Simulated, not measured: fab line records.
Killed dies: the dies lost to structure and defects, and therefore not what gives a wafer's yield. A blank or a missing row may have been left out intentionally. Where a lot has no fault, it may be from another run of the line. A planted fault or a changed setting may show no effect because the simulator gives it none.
Split-lot study || flow n5 finfet || route with 1938 steps; 7 lots, 39 wafers read

== SPLIT DETAILS ==
At N5_MOL_CONTACT_COAG_ETCH_124 (etches SiNx in CH3F/O2, stops on SiOC, target depth 6.5 nm), the setting target depth a was moved away from the recipe's 65 angstrom on 15 of the 39 wafers read, by -44.1% to +55.8%. This setting was run at the recipe's value on the other wafers.

The reading comes from the split's own step.

== THE READING ==
SOC_of_MOL_CONTACT_COAG_COAT_62.thk nm (the simulator's own value, which no gauge read), in nm, at N5_MOL_CONTACT_COAG_ETCH_124 (etches SiNx in CH3F/O2, stops on SiOC, target depth 6.5 nm). No usual value for it is given in the file. Across the 24 wafers here that went through the recipe, the average is 48.3 nm and the standard deviation 0.23 nm.

{"wafer": "L076.1", "tool, chamber at the split": "rie diel-05, 0", "target depth a as run, angstrom": 101.3, "against the recipe": "+55.8%", "SOC_of_MOL_CONTACT_COAG_COAT_62.thk nm, nm": 46.8, "against lot-mates on the recipe": -1.4}
{"wafer": "L076.2", "tool, chamber at the split": "rie diel-05, 2", "target depth a as run, angstrom": 65, "against the recipe": "recipe", "SOC_of_MOL_CONTACT_COAG_COAT_62.thk nm, nm": 48.2, "against lot-mates on the recipe": "-"}
{"wafer": "L076.3", "tool, chamber at the split": "rie diel-05, 1", "target depth a as run, angstrom": 101.3, "against the recipe": "+55.8%", "SOC_of_MOL_CONTACT_COAG_COAT_62.thk nm, nm": 46.2, "against lot-mates on the recipe": -2.0}
{"wafer": "L076.4", "tool, chamber at the split": "rie diel-05, 3", "target depth a as run, angstrom": 101.3, "against the recipe": "+55.8%", "SOC_of_MOL_CONTACT_COAG_COAT_62.thk nm, nm": 46.6, "against lot-mates on the recipe": -1.6}
{"wafer": "L076.5", "tool, chamber at the split": "rie diel-05, 1", "target depth a as run, angstrom": 65, "against the recipe": "recipe", "SOC_of_MOL_CONTACT_COAG_COAT_62.thk nm, nm": 48.4, "against lot-mates on the recipe": "-"}
{"wafer": "L076.6", "tool, chamber at the split": "rie diel-05, 2", "target depth a as run, angstrom": 65, "against the recipe": "recipe", "SOC_of_MOL_CONTACT_COAG_COAT_62.thk nm, nm": 48, "against lot-mates on the recipe": "-"}
{"wafer": "L078.1", "tool, chamber at the split": "rie diel-01, 3", "target depth a as run, angstrom": 81.53, "against the recipe": "+25.4%", "SOC_of_MOL_CONTACT_COAG_COAT_62.thk nm, nm": 47.4, "against lot-mates on the recipe": -0.7}
{"wafer": "L078.2", "tool, chamber at the split": "rie diel-01, 2", "target depth a as run, angstrom": 81.53, "against the recipe": "+25.4%", "SOC_of_MOL_CONTACT_COAG_COAT_62.thk nm, nm": 47.6, "against lot-mates on the recipe": -0.5}
{"wafer": "L078.3", "tool, chamber at the split": "rie diel-01, 1,0", "target depth a as run, angstrom": 65, "against the recipe": "recipe", "SOC_of_MOL_CONTACT_COAG_COAT_62.thk nm, nm": 48, "against lot-mates on the recipe": "-"}
{"wafer": "L078.5", "tool, chamber at the split": "rie diel-01, 1,0", "target depth a as run, angstrom": 65, "against the recipe": "recipe", "SOC_of_MOL_CONTACT_COAG_COAT_62.thk nm, nm": 48, "against lot-mates on the recipe": "-"}
{"wafer": "L078.4", "tool, chamber at the split": "rie diel-01, 0", "target depth a as run, angstrom": 81.53, "against the recipe": "+25.4%", "SOC_of_MOL_CONTACT_COAG_COAT_62.thk nm, nm": 47.2, "against lot-mates on the recipe": -0.9}
{"wafer": "L078.6", "tool, chamber at the split": "rie diel-01, 1", "target depth a as run, angstrom": 65, "against the recipe": "recipe", "SOC_of_MOL_CONTACT_COAG_COAT_62.thk nm, nm": 48.4, "against lot-mates on the recipe": "-"}
{"wafer": "L079.1", "tool, chamber at the split": "rie diel-02, 1", "target depth a as run, angstrom": 65, "against the recipe": "recipe", "SOC_of_MOL_CONTACT_COAG_COAT_62.thk nm, nm": 48, "against lot-mates on the recipe": "-"}
{"wafer": "L079.5", "tool, chamber at the split": "rie diel-02, 1", "target depth a as run, angstrom": 65, "against the recipe": "recipe", "SOC_of_MOL_CONTACT_COAG_COAT_62.thk nm, nm": 48, "against lot-mates on the recipe": "-"}
{"wafer": "L079.2", "tool, chamber at the split": "rie diel-02, 3", "target depth a as run, angstrom": 65, "against the recipe": "recipe", "SOC_of_MOL_CONTACT_COAG_COAT_62.thk nm, nm": 48.2, "against lot-mates on the recipe": "-"}
{"wafer": "L088.1", "tool, chamber at the split": "rie diel-02, 3", "target depth a as run, angstrom": 65, "against the recipe": "recipe", "SOC_of_MOL_CONTACT_COAG_COAT_62.thk nm, nm": 48.4, "against lot-mates on the recipe": "-"}
{"wafer": "L088.5", "tool, chamber at the split": "rie diel-02, 3", "target depth a as run, angstrom": 65, "against the recipe": "recipe", "SOC_of_MOL_CONTACT_COAG_COAT_62.thk nm, nm": 48.4, "against lot-mates on the recipe": "-"}
{"wafer": "L088.2", "tool, chamber at the split": "rie diel-02, 0,1", "target depth a as run, angstrom": 65, "against the recipe": "recipe", "SOC_of_MOL_CONTACT_COAG_COAT_62.thk nm, nm": 48.2, "against lot-mates on the recipe": "-"}
{"wafer": "L088.4", "tool, chamber at the split": "rie diel-02, 0,1", "target depth a as run, angstrom": 65, "against the recipe": "recipe", "SOC_of_MOL_CONTACT_COAG_COAT_62.thk nm, nm": 48.2, "against lot-mates on the recipe": "-"}
{"wafer": "L088.3", "tool, chamber at the split": "rie diel-02, 2", "target depth a as run, angstrom": 65, "against the recipe": "recipe", "SOC_of_MOL_CONTACT_COAG_COAT_62.thk nm, nm": 48.6, "against lot-mates on the recipe": "-"}
{"wafer": "L088.6", "tool, chamber at the split": "rie diel-02, 2", "target depth a as run, angstrom": 65, "against the recipe": "recipe", "SOC_of_MOL_CONTACT_COAG_COAT_62.thk nm, nm": 48.8, "against lot-mates on the recipe": "-"}
{"wafer": "L092.1", "tool, chamber at the split": "rie diel-02, 0,3", "target depth a as run, angstrom": 90.75, "against the recipe": "+39.6%", "SOC_of_MOL_CONTACT_COAG_COAT_62.thk nm, nm": 47, "against lot-mates on the recipe": -1.4}
{"wafer": "L092.5", "tool, chamber at the split": "rie diel-02, 0,3", "target depth a as run, angstrom": 90.75, "against the recipe": "+39.6%", "SOC_of_MOL_CONTACT_COAG_COAT_62.thk nm, nm": 47, "against lot-mates on the recipe": -1.4}
{"wafer": "L092.2", "tool, chamber at the split": "rie diel-02, 2", "target depth a as run, angstrom": 65, "against the recipe": "recipe", "SOC_of_MOL_CONTACT_COAG_COAT_62.thk nm, nm": 48.6, "against lot-mates on the recipe": "-"}
{"wafer": "L092.6", "tool, chamber at the split": "rie diel-02, 2", "target depth a as run, angstrom": 65, "against the recipe": "recipe", "SOC_of_MOL_CONTACT_COAG_COAT_62.thk nm, nm": 48.6, "against lot-mates on the recipe": "-"}
{"wafer": "L092.3", "tool, chamber at the split": "rie diel-02, 1", "target depth a as run, angstrom": 90.75, "against the recipe": "+39.6%", "SOC_of_MOL_CONTACT_COAG_COAT_62.thk nm, nm": 47.2, "against lot-mates on the recipe": -1.2}
{"wafer": "L092.4", "tool, chamber at the split": "rie diel-02, 3", "target depth a as run, angstrom": 65, "against the recipe": "recipe", "SOC_of_MOL_CONTACT_COAG_COAT_62.thk nm, nm": 48, "against lot-mates on the recipe": "-"}
{"wafer": "L093.1", "tool, chamber at the split": "rie diel-05, 0,2,0", "target depth a as run, angstrom": 65, "against the recipe": "recipe", "SOC_of_MOL_CONTACT_COAG_COAT_62.thk nm, nm": 48.4, "against lot-mates on the recipe": "-"}
{"wafer": "L093.2", "tool, chamber at the split": "rie diel-05, 0,2,0", "target depth a as run, angstrom": 65, "against the recipe": "recipe", "SOC_of_MOL_CONTACT_COAG_COAT_62.thk nm, nm": 48.4, "against lot-mates on the recipe": "-"}
{"wafer": "L093.6", "tool, chamber at the split": "rie diel-05, 0,2,0", "target depth a as run, angstrom": 65, "against the recipe": "recipe", "SOC_of_MOL_CONTACT_COAG_COAT_62.thk nm, nm": 48.4, "against lot-mates on the recipe": "-"}
{"wafer": "L093.3", "tool, chamber at the split": "rie diel-05, 3", "target depth a as run, angstrom": 101, "against the recipe": "+55.4%", "SOC_of_MOL_CONTACT_COAG_COAT_62.thk nm, nm": 46.8, "against lot-mates on the recipe": -1.6}
{"wafer": "L093.4", "tool, chamber at the split": "rie diel-05, 1", "target depth a as run, angstrom": 101, "against the recipe": "+55.4%", "SOC_of_MOL_CONTACT_COAG_COAT_62.thk nm, nm": 46.4, "against lot-mates on the recipe": -2.0}
{"wafer": "L093.5", "tool, chamber at the split": "rie diel-05, 1", "target depth a as run, angstrom": 101, "against the recipe": "+55.4%", "SOC_of_MOL_CONTACT_COAG_COAT_62.thk nm, nm": 46.4, "against lot-mates on the recipe": -2.0}
{"wafer": "L096.1", "tool, chamber at the split": "rie diel-05, 3", "target depth a as run, angstrom": 65, "against the recipe": "recipe", "SOC_of_MOL_CONTACT_COAG_COAT_62.thk nm, nm": 48.4, "against lot-mates on the recipe": "-"}
{"wafer": "L096.2", "tool, chamber at the split": "rie diel-05, 1", "target depth a as run, angstrom": 65, "against the recipe": "recipe", "SOC_of_MOL_CONTACT_COAG_COAT_62.thk nm, nm": 48.2, "against lot-mates on the recipe": "-"}
{"wafer": "L096.3", "tool, chamber at the split": "rie diel-05, 2", "target depth a as run, angstrom": 36.32, "against the recipe": "-44.1%", "SOC_of_MOL_CONTACT_COAG_COAT_62.thk nm, nm": 49.8, "against lot-mates on the recipe": "+1.4"}
{"wafer": "L096.4", "tool, chamber at the split": "rie diel-05, 2", "target depth a as run, angstrom": 36.32, "against the recipe": "-44.1%", "SOC_of_MOL_CONTACT_COAG_COAT_62.thk nm, nm": 49.8, "against lot-mates on the recipe": "+1.4"}
{"wafer": "L096.5", "tool, chamber at the split": "rie diel-05, 1", "target depth a as run, angstrom": 36.32, "against the recipe": "-44.1%", "SOC_of_MOL_CONTACT_COAG_COAT_62.thk nm, nm": 49.6, "against lot-mates on the recipe": "+1.2"}
{"wafer": "L096.6", "tool, chamber at the split": "rie diel-05, 3", "target depth a as run, angstrom": 65, "against the recipe": "recipe", "SOC_of_MOL_CONTACT_COAG_COAT_62.thk nm, nm": 48.6, "against lot-mates on the recipe": "-"}
Where a row lists several chambers, the file gives one row for several wafers and doesn't say which wafer went through which chamber.

THE FIT
A straight line over all 39 wafers: SOC_of_MOL_CONTACT_COAG_COAT_62.thk nm changes by -0.0321 nm for each +1% of target depth a; r = -0.97; the points scatter about the line by 0.22 nm.
The same after taking each lot's own level away (the mean of its wafers on the recipe; 39 wafers): -0.0315 nm for each +1%; r = -0.98; scatter 0.19 nm.
According to that fit, moving target depth a by its largest amount changes the reading by 1.8 nm.
The span of the lots' own levels, 48.07 to 48.43 nm, comes to 1.6 times the standard deviation stated above.
Hence the lot-to-lot level has little effect on the slope; both slopes agree.
Check: with one of the wafers moved furthest among these (+55.8%) left out of the fit, the line predicts -1.81 nm for it against its lot-mates. Against them it came out at -1.4 nm.

== THE OTHER SPLITS THESE WAFERS WENT THROUGH ==
Note: prior to the reading, these wafers also went through further splits. Each is held against what the fit with the lots' levels taken away leaves over:
{"other split on the same wafers": "N5_ZERO_LAYER_ETCH_18 target depth a", "wafers away from the commonest value": 12, "r with SOC_of_MOL_CONTACT_COAG_COAT_62.thk nm (lot level and that fit taken away)": "+0.07"}
{"other split on the same wafers": "N5_FIN_CUT_ETCH_21 time s", "wafers away from the commonest value": 12, "r with SOC_of_MOL_CONTACT_COAG_COAT_62.thk nm (lot level and that fit taken away)": "+0.13"}

== THE FILE'S OWN FIT ==
SOC_of_MOL_CONTACT_COAG_COAT_62.thk nm changes by -0.0316 nm for each +1% of target depth a, r = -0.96.
